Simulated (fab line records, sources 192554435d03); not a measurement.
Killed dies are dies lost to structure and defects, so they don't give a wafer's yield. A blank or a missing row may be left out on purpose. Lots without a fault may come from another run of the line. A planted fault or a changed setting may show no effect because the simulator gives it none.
Chamber matching | flow n5_finfet | N5_BEOL_M0_SAQP_MANDREL1_REMOVE_100 on rie_si-02: 4 sister chambers
The step chemistry HBr/Cl2/O2, target a-Si, stops on SiNx, bt time 10 s. 14 wafers are shown with their chamber, then 7 later ones without.

WAFERS WITH THEIR CHAMBER
wafer  | chamber | throttle_valve_pct (%) | drypump_motor_current_A (A) | oes_product_au (a.u.)
L075.2 | 0       | 36.40                  | 5.84                        | 0.980
L075.4 | 1       | 37.25                  | 5.85                        | 1.022
L075.5 | 3       | 37.22                  | 6.23                        | 0.979
L078.1 | 0       | 36.39                  | 5.82                        | 0.970
L078.4 | 2       | 37.22                  | 5.90                        | 0.978
L078.6 | 0       | 36.39                  | 5.83                        | 0.972
L081.2 | 2       | 37.21                  | 5.91                        | 0.976
L081.3 | 1       | 37.23                  | 5.85                        | 1.000
L081.4 | 0       | 36.40                  | 5.82                        | 0.964
L089.1 | 3       | 37.22                  | 6.22                        | 0.981
L089.4 | 2       | 37.22                  | 5.90                        | 0.978
L089.6 | 1       | 37.23                  | 5.85                        | 1.008
L090.1 | 3       | 37.22                  | 6.26                        | 0.980
L090.3 | 1       | 37.24                  | 5.83                        | 1.010

SIGNATURES (means of the wafers above)
reading                 | chamber 0 | chamber 1 | chamber 2 | chamber 3 | scatter within a chamber
throttle_valve_pct      | 36.3950   | 37.2375   | 37.2167   | 37.2200   | 0.00665
drypump_motor_current_A | 5.8275    | 5.8450    | 5.9033    | 6.2367    | 0.0123
oes_product_au          | 0.97150   | 1.01000   | 0.97733   | 0.98000   | 0.00619
Rule: a wafer's distance from a chamber is the root of the sum, over the readings, of the square of ((its reading less the chamber's mean) divided by the reading's scatter). The wafer belongs to the nearest chamber; if the next one is less than 2 further off, it can't be placed. The scatter: the root of (the sum of the squares of (reading less its chamber's mean) over the shown wafers, divided by (wafers less chambers)).

WAFERS WITHOUT THEIR CHAMBER
wafer  | throttle_valve_pct (%) | drypump_motor_current_A (A) | oes_product_au (a.u.)
L090.6 | 36.38                  | 5.80                        | 0.969
L091.1 | 37.21                  | 6.22                        | 0.983
L091.2 | 36.39                  | 5.83                        | 0.967
L091.3 | 37.25                  | 5.86                        | 1.010
L094.2 | 36.39                  | 5.80                        | 0.965
L094.5 | 37.21                  | 6.24                        | 0.983
L094.6 | 36.40                  | 5.82                        | 0.972

WHICH CHAMBER EACH WENT THROUGH
wafer  | from the rows above | in truth
L090.6 | 0                   | 0
L091.1 | 3                   | 3
L091.2 | 0                   | 0
L091.3 | 1                   | 1
L094.2 | 0                   | 0
L094.5 | 3                   | 3
L094.6 | 0                   | 0
Placed correctly: 7 of 7. Can't be placed from these rows: 0. Placed wrongly: 0.
